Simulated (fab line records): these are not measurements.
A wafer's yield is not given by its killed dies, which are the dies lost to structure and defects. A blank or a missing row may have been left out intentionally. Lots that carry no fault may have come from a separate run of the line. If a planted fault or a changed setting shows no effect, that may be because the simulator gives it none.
fab line records	flow nandHarc
record lots=14	wafers=42	lastDay=25
route steps=1159 shown P_GATE@185 P_CONTACT@218 END@1159
lots that met no fault: from a run of the same line without faults
startH: hours from the record's opening day to when the first of the lot's shown wafers began	waitH: hours since the lot's step before	" unchanged from the row above	L1.1+2: a single row standing in for several wafers	- value missing, or start not given	* or withheld: withheld	< > ~ a bound
route shown NAME@n: a module of which the file shows steps, and the number in the route of the first	usual: average and standard deviation across the fault-free wafers	same: alike in all rows	chamber/n: place in a boat	sites: per-site readings	_std_site: standard deviation of those values	_edge_site: inner sites' mean taken away from outer sites' mean	radiusMm: how far each site lies from the wafer's centre	mask NAME#n: copy n	behind: the tool/chamber that last shaped the wafer	hold: cause of the lot's hold/its duration in hours/its outcome	device: which transistor (n, p or np) failed to switch	end of line: the route-end tests of the same wafers	where a step has no rows: the recipe by itself	killed: not the wafer's yield, but the dies lost to structure and defects at the first sort	map: a wafer's dies, x killed, . not, _ none there
set.NAME: setting as actually run; set.NAME@STEP: the setting as run at that earlier step	model.NAME: the simulator's own value behind a step, which no gauge read
the route's steps for a sample of lots (tables are steps, rows are wafers)
services: when a tool's chamber went out of use (startH, in hours from the record's first day, below 0 if earlier), for how many hours, and the reason
## steps
# step NHARC_P_GATE_CD_MEAS_59
# recipe targetCdNm=720	landingEnergyEv=500
# usual cdNm=720.2/1.7
# same landingEnergyEv=500
lot.wafer	tool	chamber	startH	waitH	cdNm
L828.1	cdSem-02	0	106.06	-	720.7
L828.3	"	0	"	"	724.2
L828.4	"	0	"	"	720.2
L830.1	cdSem-03	0	112.64	-	716.3
L830.2	"	0	"	"	719.8
L830.5	"	0	"	"	719.5
L829.2	cdSem-01	0	113.16	-	717.9
L829.5	"	0	"	"	718.3
L829.6	"	0	"	"	719.5
L831.1	cdSem-03	0	118.73	-	720.7
L831.5	"	0	"	"	718.2
L831.6	"	0	"	"	721.3
L832.1	cdSem-01	0	130.71	-	720.2
L832.4	"	0	"	"	721.9
L832.5	"	0	"	"	723.3
L837.1	cdSem-01	0	155.07	-	719.8
L837.4	"	0	"	"	719.1
L837.5	"	0	"	"	721.3
L836.2	cdSem-01	0	155.29	-	719.4
L836.5	"	0	"	"	720.1
L836.6	"	0	"	"	720.3
L842.3	cdSem-01	0	189.76	-	719.6
L842.5	"	0	"	"	719.3
L842.6	"	0	"	"	717.9
L843.1	cdSem-01	0	197.44	-	721.1
L843.4	"	0	"	"	723.1
L843.6	"	0	"	"	718.8
L847.1	cdSem-01	0	218.46	-	719.6
L847.3	"	0	"	"	719.8
L847.5	"	0	"	"	719.2
L848.2	cdSem-02	0	224.41	-	719.3
L848.3	"	0	"	"	721.6
L848.4	"	0	"	"	722.1
L849.1	cdSem-01	0	229.72	-	722.1
L849.2	"	0	"	"	721.6
L849.6	"	0	"	"	722.1
L850.4	cdSem-02	0	235.61	-	718.5
L850.5	"	0	"	"	720.1
L850.6	"	0	"	"	720.2
L851.2	cdSem-02	0	249.26	-	720.2
L851.5	"	0	"	"	717.4
L851.6	"	0	"	"	719.5
# step NHARC_P_CONTACT_DEP_00
# recipe targetThkA=5000	tempC=400	pressureTorr=6.5	rfW=900	teosFlowSccm=161.4	flowSccm=2650	targetThkNm=500	gas=O2	material=SiO2
# usual heaterPowerW=570/88	rfFwdPowerW=898.2/2.7	showerheadVppV=1833/81	throttleValvePct=15.8/0.5
lot.wafer	tool	chamber	startH	waitH	heaterPowerW	rfFwdPowerW	showerheadVppV	throttleValvePct
L828.1	pecvd-04	0	111.31	-	414	899.4	1870	15.7
L828.3	"	1	"	"	638	896.1	1891	16.5
L828.4	"	0	"	"	430	888.1	1855	15.7
L830.2	pecvd-01	0	117.96	-	686	888.8	1758	15.6
L830.1	"	1	"	"	609	895.0	1755	16.1
L830.5	"	0	"	"	525	894.9	1763	15.6
L829.2	pecvd-01	2	119.27	-	573	899.0	1914	16.0
L829.6	"	2	"	"	425	898.7	1954	15.9
L829.5	"	0	"	"	511	896.1	1764	15.6
L831.1	pecvd-01	0	124.68	-	605	898.9	1722	16.1
L831.6	"	0	"	"	629	898.1	1735	15.9
L831.5	"	1	"	"	571	900.6	1720	16.0
L832.1	pecvd-02	2	135.68	0.2	543	899.0	1831	15.0
L832.5	"	0	"	"	480	899.3	1824	15.8
L832.4	"	1	"	"	721	901.0	1825	16.1
L837.1	pecvd-01	0	160.25	-	629	896.3	1756	15.7
L837.4	"	2	"	"	498	900.8	1944	15.8
L837.5	"	0	"	"	649	895.8	1745	15.5
L836.2	pecvd-04	0	160.57	-	524	896.0	1848	16.2
L836.6	"	2	"	"	748	900.1	1958	14.7
L836.5	"	0	"	"	514	899.1	1873	15.8
L842.3	pecvd-01	1	195.77	-	495	1254.3	2086	16.0
L842.5	"	0	"	"	450	1259.9	2045	15.8
L842.6	"	1	"	"	343	1260.8	2066	16.3
L843.1	pecvd-01	0	202.56	-	469	1254.2	2066	15.8
L843.4	"	1	"	"	421	1256.4	2085	16.1
L843.6	"	2	"	"	372	1261.4	2291	16.1
L847.1	pecvd-02	2	223.74	-	475	897.7	1822	14.9
L847.3	"	0	"	"	483	899.7	1828	15.7
L847.5	"	2	"	"	502	901.0	1768	14.7
L848.3	pecvd-04	0	229.57	-	528	904.3	1867	15.6
L848.2	"	1	"	"	527	896.7	1886	16.2
L848.4	"	2	"	"	592	896.8	1950	15.2
L849.2	pecvd-04	0	234.96	-	479	897.0	1850	15.8
L849.1	"	1	"	"	640	890.9	1878	16.2
L849.6	"	2	"	"	599	901.3	1945	15.2
L850.4	pecvd-02	0	240.81	-	502	896.2	1818	15.5
L850.5	"	1	"	"	728	897.0	1781	16.2
L850.6	"	2	"	"	555	900.3	1785	14.7
L851.2	pecvd-02	0	254.83	-	556	898.4	1788	15.4
L851.6	"	1	"	"	727	901.1	1835	16.0
L851.5	"	2	"	"	557	896.4	1810	14.4
# step NHARC_P_CONTACT_CMP_01
# recipe targetThkNm=200	material=SiO2
# usual motorCurrentA=11.6/1.2
lot.wafer	tool	chamber	startH	waitH	motorCurrentA
L828.3	cmp-04	2	111.74	-	13.0
L828.1	"	0	"	"	9.8
L828.4	"	1	"	"	10.1
L830.2	cmp-04	1	118.44	-	10.1
L830.1	"	0	"	"	10.2
L830.5	"	2	"	"	12.6
L829.2	cmp-03	3	119.75	-	12.0
L829.5	"	3	"	"	12.0
L829.6	"	0	"	"	11.7
L831.1	cmp-01	0	125.19	-	12.8
L831.6	"	1	"	"	11.2
L831.5	"	2	"	"	11.1
L832.4	cmp-01	3	136.18	-	12.4
L832.1	"	0	"	"	12.5
L832.5	"	3	"	"	12.8
L837.1	cmp-04	0	160.67	-	10.4
L837.4	"	2	"	"	12.7
L837.5	"	3	"	"	10.8
L836.2	cmp-01	3	160.96	-	12.9
L836.5	"	3	"	"	12.9
L836.6	"	0	"	"	12.2
L842.3	cmp-03	3	196.21	-	12.6
L842.6	"	3	"	"	12.2
L842.5	"	0	"	"	12.5
L843.1	cmp-01	2	203.04	-	10.9
L843.4	"	1	"	"	10.8
L843.6	"	2	"	"	11.1
L847.1	cmp-01	1	224.18	-	11.1
L847.3	"	0	"	"	11.9
L847.5	"	2	"	"	11.2
L848.4	cmp-03	3	230.01	-	11.7
L848.3	"	0	"	"	12.2
L848.2	"	1	"	"	13.6
L849.1	cmp-01	2	235.40	-	11.2
L849.2	"	1	"	"	11.2
L849.6	"	2	"	"	11.1
L850.4	cmp-04	3	241.21	-	11.5
L850.5	"	1	"	"	9.9
L850.6	"	2	"	"	12.9
L851.2	cmp-04	1	255.36	-	9.9
L851.6	"	3	"	"	11.0
L851.5	"	0	"	"	9.3
# step NHARC_P_CONTACT_OVL_MEAS_13
# usual overlayXNm=0.2/0.81	overlayYNm=0.2/0.97
lot.wafer	tool	chamber	startH	waitH	overlayXNm	overlayYNm
L828.1	overlay-01	-	112.67	-	-0.1	0.4
L828.3	"	-	"	"	-0.1	-0.6
L828.4	"	-	"	"	-0.5	0.5
L830.1	overlay-01	-	119.35	-	0.8	-1.0
L830.2	"	-	"	"	0.8	-0.7
L830.5	"	-	"	"	0.1	-0.7
L829.2	overlay-01	-	120.67	-	-0.1	0.1
L829.5	"	-	"	"	0.1	0.0
L829.6	"	-	"	"	0.3	-0.4
L831.1	overlay-02	-	126.03	-	-0.8	1.0
L831.5	"	-	"	"	-0.9	0.4
L831.6	"	-	"	"	-0.8	0.5
L832.1	overlay-01	-	137.08	-	1.2	2.6
L832.4	"	-	"	"	0.7	2.4
L832.5	"	-	"	"	0.8	2.5
L837.1	overlay-02	-	161.43	-	1.0	-0.8
L837.4	"	-	"	"	1.2	-1.2
L837.5	"	-	"	"	1.0	-0.3
L836.2	overlay-02	-	161.76	-	-0.4	-0.8
L836.5	"	-	"	"	-1.5	-1.0
L836.6	"	-	"	"	-1.4	-0.6
L842.3	overlay-01	-	197.15	-	0.7	0.7
L842.5	"	-	"	"	-0.4	0.5
L842.6	"	-	"	"	-0.4	0.5
L843.1	overlay-02	-	203.83	-	0.4	0.5
L843.4	"	-	"	"	1.1	0.9
L843.6	"	-	"	"	0.7	1.0
L847.1	overlay-01	-	224.98	-	2.4	0.3
L847.3	"	-	"	"	2.3	0.2
L847.5	"	-	"	"	2.2	0.3
L848.2	overlay-02	-	230.93	-	-0.2	1.3
L848.3	"	-	"	"	0.8	1.6
L848.4	"	-	"	"	0.2	1.8
L849.1	overlay-02	-	236.20	-	-0.2	-0.4
L849.2	"	-	"	"	-1.1	0.4
L849.6	"	-	"	"	-0.3	-0.7
L850.4	overlay-01	-	242.09	-	0.8	-1.3
L850.5	"	-	"	"	0.5	-1.3
L850.6	"	-	"	"	0.7	-1.2
L851.2	overlay-01	-	260.24	-	0.0	0.7
L851.5	"	-	"	"	-0.2	1.3
L851.6	"	-	"	"	0.6	1.3
# step NHARC_END_SORT_01
# recipe tempC=25
# usual killedAtArray=29/11	killedAtOther=0.5/0.8	killedAtPeriphery=3.5/2.8	killedDies=33/12	killedOpen=3.1/1.8	killedShort=1.8/1.4
# same grossDies=677
lot.wafer	tool	chamber	startH	waitH	killedAtArray	killedAtOther	killedAtPeriphery	killedDies	killedOpen	killedShort
L832.1	prober-02	0	476.61	2.5	38	1	1	40	2	2
L832.4	prober-02	0	479.02	3.4	42	0	3	45	1	4
L832.5	prober-02	0	479.83	3.7	41	0	6	47	6	1
L836.2	prober-02	0	502.87	2.8	40	0	10	50	1	3
L836.5	prober-02	0	505.30	3.7	35	0	3	38	1	1
L836.6	prober-02	0	506.11	4.1	46	0	8	54	1	1
L842.3	prober-01	0	523.38	3.1	18	1	3	22	2	3
L842.5	prober-01	0	524.99	3.7	15	2	11	28	2	2
L842.6	prober-01	0	525.79	4.0	24	1	3	28	4	1
L843.1	prober-02	0	550.42	2.5	32	0	1	33	2	0
L843.4	prober-02	0	552.82	3.4	33	0	1	34	2	0
L843.6	prober-02	0	554.42	4.0	39	0	2	41	3	1
L847.1	prober-02	0	558.20	2.5	43	0	7	50	3	2
L847.3	prober-02	0	559.77	3.1	39	0	5	44	1	1
L847.5	prober-02	0	561.34	3.6	44	0	3	47	3	1
L848.2	prober-02	0	577.52	2.8	31	2	9	42	2	0
L848.3	prober-02	0	578.33	3.1	46	1	5	52	3	4
L848.4	prober-02	0	579.14	3.4	42	4	7	53	5	3
# killed by level:class
L832.1 A_SLIT:chamberFilmFlake=15 A_CHANNEL_HOLE_D1:chamberFilmFlake=11 A_CONTACT:chamberFilmFlake=8 A_CHANNEL_FILL_D1:geometricParticle:short=1 A_SGD_CUT:geometricParticle:open=1 A_CONTACT:geometricParticle:open=1 STARTING-WAFER:geometricParticle:short=1 P_STI:chamberFilmFlake=1
L832.4 A_CHANNEL_HOLE_D1:chamberFilmFlake=16 A_SLIT:chamberFilmFlake=11 A_CONTACT:chamberFilmFlake=8 P_ZERO_WELL:chamberFilmFlake=2 A_SOURCE_PLATE:geometricParticle:short=1 A_CHANNEL_FILL_D1:geometricParticle:open=1 A_SGD_CUT:geometricParticle:short=1 A_SLIT:geometricParticle:short=1
L832.5 A_CHANNEL_HOLE_D1:chamberFilmFlake=12 A_SLIT:chamberFilmFlake=12 A_CONTACT:chamberFilmFlake=11 P_STI:chamberFilmFlake=2 P_CONTACT:geometricParticle:open=1 P_M0:geometricParticle:open=1 P_M1:geometricParticle:open=1 A_ONON_D1:geometricParticle:short=1
L836.2 A_SLIT:chamberFilmFlake=14 A_CHANNEL_HOLE_D1:chamberFilmFlake=10 A_CHANNEL_FILL_D1:chamberFilmFlake=6 P_STI:chamberFilmFlake=5 P_ZERO_WELL:chamberFilmFlake=3 A_STAIRCASE:chamberFilmFlake=3 A_M0:chamberFilmFlake=3 P_M2:geometricParticle:short=1
L836.5 A_CHANNEL_HOLE_D1:chamberFilmFlake=16 A_SLIT:chamberFilmFlake=13 P_CONTACT:chamberFilmFlake=2 A_WL_FILL:chamberFilmFlake=2 A_ONON_D1:geometricParticle:open=1 A_WL_FILL:geometricParticle:short=1 P_STI:chamberFilmFlake=1 A_STAIRCASE:chamberFilmFlake=1
L836.6 A_CHANNEL_HOLE_D1:chamberFilmFlake=17 A_SLIT:chamberFilmFlake=13 P_STI:chamberFilmFlake=5 A_STAIRCASE:chamberFilmFlake=5 P_ZERO_WELL:chamberFilmFlake=3 A_WL_FILL:chamberFilmFlake=3 A_CONTACT:chamberFilmFlake=3 A_M0:chamberFilmFlake=2
L842.3 A_CHANNEL_HOLE_D1:chamberFilmFlake=7 A_STAIRCASE:chamberFilmFlake=3 A_CONTACT:chamberFilmFlake=3 P_STI:chamberFilmFlake=2 A_SOURCE_PLATE:geometricParticle:open=1 A_ONON_D1:geometricParticle:short=1 A_WL_FILL:geometricParticle:short=1 A_CONTACT:geometricParticle:open=1
L842.5 P_STI:chamberFilmFlake=4 P_BONDPAD:chamberFilmFlake=4 A_CHANNEL_HOLE_D1:chamberFilmFlake=4 A_STAIRCASE:chamberFilmFlake=4 A_CONTACT:chamberFilmFlake=3 P_ZERO_WELL:chamberFilmFlake=2 P_M2:geometricParticle:open=1 A_SGD_CUT:geometricParticle:open=1
L842.6 A_CHANNEL_HOLE_D1:chamberFilmFlake=9 A_CONTACT:chamberFilmFlake=5 A_CHANNEL_FILL_D1:chamberFilmFlake=3 P_M0:geometricParticle:open=2 A_WL_FILL:chamberFilmFlake=2 A_ONON_D1:geometricParticle:short=1 A_ONON_D1:geometricParticle:open=1 A_BLC:geometricParticle:open=1
L843.1 A_SLIT:chamberFilmFlake=17 A_CHANNEL_HOLE_D1:chamberFilmFlake=6 A_STAIRCASE:chamberFilmFlake=4 A_CHANNEL_FILL_D1:chamberFilmFlake=2 A_SGD_CUT:geometricParticle:open=1 A_WL_FILL:geometricParticle:open=1 P_ZERO_WELL:chamberFilmFlake=1 A_ZERO_WELL:chamberFilmFlake=1
L843.4 A_SLIT:chamberFilmFlake=19 A_STAIRCASE:chamberFilmFlake=5 A_ZERO_WELL:chamberFilmFlake=3 A_CHANNEL_HOLE_D1:chamberFilmFlake=2 A_CONTACT:chamberFilmFlake=2 P_M0:geometricParticle:open=1 A_CHANNEL_FILL_D1:geometricParticle:open=1 A_CHANNEL_FILL_D1:chamberFilmFlake=1
L843.6 A_SLIT:chamberFilmFlake=19 A_CHANNEL_HOLE_D1:chamberFilmFlake=9 A_CONTACT:chamberFilmFlake=5 P_ZERO_WELL:chamberFilmFlake=2 A_SOURCE_PLATE:geometricParticle:open=1 A_ONON_D1:geometricParticle:open=1 A_CONTACT:geometricParticle:short=1 A_CONTACT:geometricParticle:open=1
L847.1 A_SLIT:chamberFilmFlake=18 A_CHANNEL_HOLE_D1:chamberFilmFlake=13 A_STAIRCASE:chamberFilmFlake=5 P_GATE:chamberFilmFlake=3 A_CONTACT:geometricParticle:open=2 P_STI:chamberFilmFlake=2 A_CONTACT:chamberFilmFlake=2 P_CONTACT:geometricParticle:short=1
L847.3 A_CHANNEL_HOLE_D1:chamberFilmFlake=15 A_SLIT:chamberFilmFlake=14 A_STAIRCASE:chamberFilmFlake=6 P_STI:chamberFilmFlake=4 A_CONTACT:chamberFilmFlake=2 A_CHANNEL_FILL_D1:geometricParticle:short=1 A_CONTACT:geometricParticle:open=1 P_GATE:chamberFilmFlake=1
L847.5 A_CHANNEL_HOLE_D1:chamberFilmFlake=17 A_SLIT:chamberFilmFlake=16 A_STAIRCASE:chamberFilmFlake=8 P_STI:chamberFilmFlake=2 P_CONTACT:geometricParticle:open=1 A_ONON_D1:geometricParticle:short=1 A_WL_FILL:geometricParticle:open=1 A_BLC:geometricParticle:open=1
L848.2 A_SLIT:chamberFilmFlake=17 A_CONTACT:chamberFilmFlake=9 P_GATE:chamberFilmFlake=4 P_M1:chamberFilmFlake=2 A_CHANNEL_HOLE_D1:chamberFilmFlake=2 THIN_TSV:chamberFilmFlake=2 P_M0:geometricParticle:open=1 A_CONTACT:geometricParticle:open=1
L848.3 A_SLIT:chamberFilmFlake=19 A_CHANNEL_HOLE_D1:chamberFilmFlake=7 A_CONTACT:chamberFilmFlake=7 P_M1:chamberFilmFlake=3 A_STAIRCASE:chamberFilmFlake=3 A_WL_FILL:chamberFilmFlake=2 A_CHANNEL_HOLE_D1:geometricParticle:short=1 A_CHANNEL_FILL_D1:geometricParticle:short=1
L848.4 A_SLIT:chamberFilmFlake=22 A_CHANNEL_HOLE_D1:chamberFilmFlake=6 P_M1:chamberFilmFlake=5 A_CONTACT:chamberFilmFlake=4 THIN_TSV:chamberFilmFlake=4 A_CHANNEL_FILL_D1:geometricParticle:open=2 A_STAIRCASE:chamberFilmFlake=2 P_GATE:geometricParticle:open=1
## services
tool	chamber	startH	hours	kind
cmp-04	-	105.00	4.0	pm
cmp-04	-	109.00	-	consumableReplace:conditioner
cmp-04	-	109.00	-	consumableReplace:pad
pecvd-04	0	133.56	4.3	repair
cmp-03	-	150.08	9.8	repair
pecvd-02	-	153.00	13.0	pm
cmp-04	-	156.08	0.4	repair
cmp-03	-	159.89	4.0	pm
cmp-03	-	174.38	4.3	repair
cmp-01	-	179.77	4.0	pm
cmp-01	-	183.77	-	consumableReplace:conditioner
cmp-01	-	183.77	-	consumableReplace:pad
pecvd-04	-	195.31	13.0	pm
cmp-03	-	201.33	1.0	repair
cmp-04	-	203.10	4.0	pm
cmp-04	-	210.34	1.5	repair
cmp-04	-	227.51	4.1	repair
pecvd-01	-	237.33	13.0	pm
pecvd-01	0	237.33	13.0	ventCycle
pecvd-01	1	237.33	13.0	ventCycle
pecvd-01	2	237.33	25.0	ventCycle
pecvd-01	0	250.33	-	clean
pecvd-01	1	250.33	-	clean
cmp-04	-	252.35	1.4	repair
## key
firstSign step=NHARC_P_CONTACT_DEP_00	reading=rfFwdPowerW	direction=up	sigmas=99+	usual=*	struck=*
effect step=NHARC_P_CONTACT_DEP_00	reading=showerheadVppV	direction=up	sigmas=3.4	usual=1833	struck=2107
metAt NHARC_P_CONTACT_DEP_00
struckLots L842,L843
testerLeftOut L842,L843
notActingAt NHARC_P_GATE_CD_MEAS_59,NHARC_P_CONTACT_CMP_01,NHARC_P_CONTACT_OVL_MEAS_13
onsetBetween 160.25 195.77
fault kind=processParameterDrift	tool=pecvd-01	chamber=-	onsetH=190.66	steps=NHARC_P_CONTACT_DEP_00	channel=rfW	offset=*	shape=step	endH=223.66	actsIn=*	stated=*
# testerLeftOut: of these lots the tester's yield and bins aren't shown, on N5 and GAA mostly nor the transistor test; their killed dies are dies lost to structure and defects alone, not to doping, threshold or leakage, so they don't give the yield
